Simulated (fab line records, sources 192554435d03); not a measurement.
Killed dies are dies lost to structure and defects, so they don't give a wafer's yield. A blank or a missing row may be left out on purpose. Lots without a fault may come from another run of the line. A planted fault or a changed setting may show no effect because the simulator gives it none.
Tool commonality check | flow n5_finfet | 8 lots, 24 wafers sampled

WHY IT WAS OPENED
At N5_BEOL_M15_THK_MEAS_50 the reading M15_THK is flagged on 2 of 8 lots. Wafers without a fault read 857 nm, standard deviation 25.
Rule: a lot is flagged when every wafer of it that has a number lies more than 4 standard deviations from that mean, or none has a number. The other lots count as sound.

lot  | measured     | on            | M15_THK (nm), wafer by wafer | flag
L555 | day 13 21:01 | film_metro-02 | 1890 1900 1879               | FLAGGED
L554 | day 14 00:26 | film_metro-01 | 1925 1923 1906               | FLAGGED
L560 | day 15 17:26 | film_metro-01 | 843 859 845                  |
L562 | day 15 22:37 | film_metro-01 | 865 875 910                  |
L564 | day 16 17:07 | film_metro-02 | 871 857 826                  |
L563 | day 16 23:33 | film_metro-02 | 810 838 868                  |
L566 | day 17 10:58 | film_metro-02 | 837 875 842                  |
L567 | day 17 11:08 | film_metro-01 | 853 859 850                  |
The numbers of the flagged lots are 1904 nm on average: +1047 nm against the usual, or +42 standard deviations.

WHICH TOOL RAN EACH LOT
The record holds 4 process steps before the reading, out of a route of 1938 steps. In each cell: the tool, then ch and the chambers that the sampled wafers went through, then the start.
lot  | flag    | N5_BEOL_M15_DESCUM_33              | N5_BEOL_M15_ETCH_38                           | N5_BEOL_M15_PRE_CLEAN_42     | N5_BEOL_M15_CMP_49
L555 | FLAGGED | rie_diel-01 ch 0,1,3, day 13 18:17 | rie_diel-03 ch 0,1,2, day 13 19:13 or earlier | pvd_sputter-01, day 13 19:13 | cmp-03 ch 0,1, day 13 20:43
L554 | FLAGGED | rie_diel-01 ch 0,1,2, day 13 20:32 | rie_diel-02 ch 0,1,3, day 13 23:11 or earlier | pvd_sputter-03, day 13 23:11 | cmp-02 ch 1,2,3, day 14 00:08
L560 |         | rie_diel-02 ch 0,1,3, day 15 14:35 | rie_diel-01 ch 1,2, day 15 15:17 or earlier   | pvd_sputter-01, day 15 15:17 | cmp-02 ch 1,3, day 15 17:10
L562 |         | rie_diel-01 ch 0,1,2, day 15 17:54 | rie_diel-01 ch 0,1,3, day 15 20:34 or earlier | pvd_sputter-03, day 15 20:34 | cmp-04 ch 0,1,2, day 15 22:21
L564 |         | rie_diel-03 ch 0,1,3, day 16 14:17 | rie_diel-01 ch 0,2,3, day 16 15:53 or earlier | pvd_sputter-03, day 16 15:53 | cmp-03 ch 2,3, day 16 16:50
L563 |         | rie_diel-03 ch 0,1,2, day 16 19:29 | rie_diel-02 ch 0,2,3, day 16 22:13 or earlier | pvd_sputter-01, day 16 22:13 | cmp-03 ch 1,2,3, day 16 23:15
L566 |         | rie_diel-02 ch 2,3, day 17 06:56   | rie_diel-02 ch 0,2,3, day 17 09:49 or earlier | pvd_sputter-01, day 17 09:49 | cmp-02 ch 0,1, day 17 10:41
L567 |         | rie_diel-01 ch 1,2, day 17 07:56   | rie_diel-02 ch 1,2,3, day 17 09:58 or earlier | pvd_sputter-03, day 17 09:58 | cmp-03 ch 0,1, day 17 10:50
What these steps do:
- N5_BEOL_M15_DESCUM_33: chemistry O2, time 7.9 s.
- N5_BEOL_M15_ETCH_38: etches SiCN in CF4/N2, target depth 106.4 nm, time 120.5 s.
- N5_BEOL_M15_PRE_CLEAN_42: time 30 s.
- N5_BEOL_M15_CMP_49: polishes, stops on SiO2, t overpolish 4.9 s, target thk 850 nm.
- N5_BEOL_M15_THK_MEAS_50: measures by xrf.

FLAGGED OVER TOTAL, TOOL BY TOOL (the gauges that took the reading come last)
step                     | tool           | lots run | flagged | share of the flagged lots | sound lots run after its first flagged lot
N5_BEOL_M15_DESCUM_33    | rie_diel-01    | 4        | 2       | all                       | 2 (L562,L567)
N5_BEOL_M15_DESCUM_33    | rie_diel-02    | 2        | 0       | none                      | -
N5_BEOL_M15_DESCUM_33    | rie_diel-03    | 2        | 0       | none                      | -
N5_BEOL_M15_ETCH_38      | rie_diel-01    | 3        | 0       | none                      | -
N5_BEOL_M15_ETCH_38      | rie_diel-02    | 4        | 1       | some                      | 3 (L563,L566,L567)
N5_BEOL_M15_ETCH_38      | rie_diel-03    | 1        | 1       | some                      | 0
N5_BEOL_M15_PRE_CLEAN_42 | pvd_sputter-01 | 4        | 1       | some                      | 3 (L560,L563,L566)
N5_BEOL_M15_PRE_CLEAN_42 | pvd_sputter-03 | 4        | 1       | some                      | 3 (L562,L564,L567)
N5_BEOL_M15_CMP_49       | cmp-02         | 3        | 1       | some                      | 2 (L560,L566)
N5_BEOL_M15_CMP_49       | cmp-03         | 4        | 1       | some                      | 3 (L564,L563,L567)
N5_BEOL_M15_CMP_49       | cmp-04         | 1        | 0       | none                      | -
N5_BEOL_M15_THK_MEAS_50  | film_metro-01  | 4        | 1       | some                      | 3 (L560,L562,L567)
N5_BEOL_M15_THK_MEAS_50  | film_metro-02  | 4        | 1       | some                      | 3 (L564,L563,L566)
N5_BEOL_M15_ETCH_38 gives no start for some lots, so the hours and the order of its lots are those of N5_BEOL_M15_PRE_CLEAN_42.

WHAT THE TABLE ALLOWS
1 row of the table ran every flagged lot: rie_diel-01 at N5_BEOL_M15_DESCUM_33.
- rie_diel-01 at N5_BEOL_M15_DESCUM_33: 2 of its 4 lots flagged. Sound lots ran on it after the first flagged one (L562, L567), which a lasting fault on the whole tool wouldn't allow.
No row of the table ran every flagged lot and no sound lot after the first.

WHAT THE SIMULATOR HAD PUT IN
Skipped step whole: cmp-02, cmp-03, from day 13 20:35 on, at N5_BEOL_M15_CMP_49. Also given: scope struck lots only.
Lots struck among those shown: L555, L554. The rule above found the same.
